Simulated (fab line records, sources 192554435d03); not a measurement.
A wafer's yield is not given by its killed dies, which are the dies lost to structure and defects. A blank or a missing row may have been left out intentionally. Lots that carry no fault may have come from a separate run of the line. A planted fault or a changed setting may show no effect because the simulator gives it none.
Split-lot experiment	flow n5_finfet	21 wafers read across 7 lots, on a route 1938 steps long

THE SPLIT
At N5_BEOL_M11_COAT_63 (time 60 s, resist thk 100 nm), the setting spin_rpm was moved away from the recipe's 1500 rpm on 5 of the 21 wafers read, by -11.2% to +3.7%. The other wafers ran this setting at the recipe's value.

FROM THE SPLIT TO THE READING: what the file shows between them, 6 steps
- N5_BEOL_M11_COAT_64: time 60 s, resist thk 30 nm
- N5_BEOL_M11_COAT_22: resist thk 90 nm
- N5_BEOL_M11_DESCUM_33: chemistry O2, time 7.9 s
- N5_BEOL_M11_ETCH_65: etches SiARC in CF4, target depth 39 nm, time 65 s
- N5_BEOL_M11_ETCH_66: etches SOC in N2/H2, target depth 120 nm, overetch 24 nm, time 180 s
- N5_BEOL_M11_STRIP_69: strips in N2/H2

THE READING
SOC_of_BEOL_M11_COAT_63.thk_nm (the simulator's own value, which no gauge read), in nm, at N5_BEOL_M11_VIA_ETCH_34 (etches SiCOH lowk in C4F6/O2, target depth 184.5 nm, time 69.2 s). There is no usual value for it anywhere in the file. Here, 16 wafers ran the recipe; their average is 91.8 nm with a standard deviation of 0.33 nm.

wafer	tool, chamber at the split	spin_rpm as run, rpm	against the recipe	SOC_of_BEOL_M11_COAT_63.thk_nm, nm	against lot-mates on the recipe
L074.3	litho_track-03, 0	1500	recipe	91.8	-
L074.4	litho_track-03, 0	1555	+3.7%	90.2	-1.6
L074.6	litho_track-03, 0	1555	+3.7%	90.2	-1.6
L076.2	litho_track-04, 0	1500	recipe	91.8	-
L076.6	litho_track-04, 0	1500	recipe	91.8	-
L076.3	litho_track-04, 0	1500	recipe	91.4	-
L077.2	litho_track-03, 0	1500	recipe	91.6	-
L077.4	litho_track-03, 0	1500	recipe	91.6	-
L077.3	litho_track-03, 0	1500	recipe	92	-
L078.1	litho_track-02, 0	1384	-7.7%	96	+4.4
L078.2	litho_track-02, 0	1500	recipe	91.8	-
L078.5	litho_track-02, 0	1500	recipe	91.4	-
L079.1	litho_track-04, 0	1332	-11.2%	98.2	+6.2
L079.3	litho_track-04, 0	1332	-11.2%	98	+6.0
L079.5	litho_track-04, 0	1500	recipe	92	-
L096.1	litho_track-02, 0	1500	recipe	92.4	-
L096.3	litho_track-02, 0	1500	recipe	92.4	-
L096.6	litho_track-02, 0	1500	recipe	92.4	-
L097.1	litho_track-04, 0	1500	recipe	91.4	-
L097.2	litho_track-04, 0	1500	recipe	92	-
L097.6	litho_track-04, 0	1500	recipe	91.6	-

THE FIT
A straight line over all 21 wafers: SOC_of_BEOL_M11_COAT_63.thk_nm changes by -0.543 nm for each +1% of spin_rpm; r = -0.99; the points scatter about the line by 0.33 nm.
The same after taking each lot's own level away (the mean of its wafers on the recipe; 21 wafers): -0.537 nm for each +1%; r = -1.00; scatter 0.2 nm.
On that fit, the largest move of spin_rpm shifts the reading by 6 nm.
The span of the lots' own levels, 91.60 to 92.40 nm, comes to 2.4 times the standard deviation stated above.
The two slopes agree, so the slope changes little with the lot-to-lot level.
Check: with one of the wafers moved furthest among these (-11.2%) left out of the fit, the line predicts +5.98 nm for it against its lot-mates. It came out at +6.2 nm against them.

THESE WAFERS: OTHER SPLITS
These wafers also went through other splits before the reading. Each is held against what the fit with the lots' levels taken away leaves over:
other split on the same wafers	wafers away from the commonest value	r with SOC_of_BEOL_M11_COAT_63.thk_nm (lot level and that fit taken away)
N5_BEOL_M7_ALD_77 ald_cycles	7	+0.22
N5_BEOL_M8_COAT_22 spin_rpm	6	+0.19
N5_BEOL_M8_ETCH_65 cf4_flow_sccm	3	+0.12
N5_BEOL_M8_DEP_56 time_s	9	+0.25
N5_BEOL_M10_ETCH_62 time_s	7	+0.35
N5_BEOL_M10_EXPOSE_25 dose_mj	6	+0.19
N5_BEOL_M11_ETCH_62 time_s	5	-0.06

THE WHOLE CHAIN: every reading that the file lists as answering this split, in the file's order
step	what it does	reading	change (the file's fit)	r (the file's)
N5_BEOL_M11_COAT_63	time 60 s, resist thk 100 nm	SOC_of_BEOL_M11_COAT_63.thk_nm (the simulator's own value, which no gauge read)	-0.543 nm for each +1% of the setting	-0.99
N5_BEOL_M11_ETCH_66	etches SOC in N2/H2, target depth 120 nm, overetch 24 nm, time 180 s	etch.depth_nm (the simulator's own value, which no gauge read)	-0.548 nm for each +1% of the setting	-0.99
N5_BEOL_M11_VIA_ETCH_34	etches SiCOH lowk in C4F6/O2, target depth 184.5 nm, time 69.2 s	SOC_of_BEOL_M11_COAT_63.thk_nm (the simulator's own value, which no gauge read)	-0.545 nm for each +1% of the setting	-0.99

THE FILE'S OWN FIT
SOC_of_BEOL_M11_COAT_63.thk_nm changes by -0.545 nm for each +1% of spin_rpm, r = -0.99.
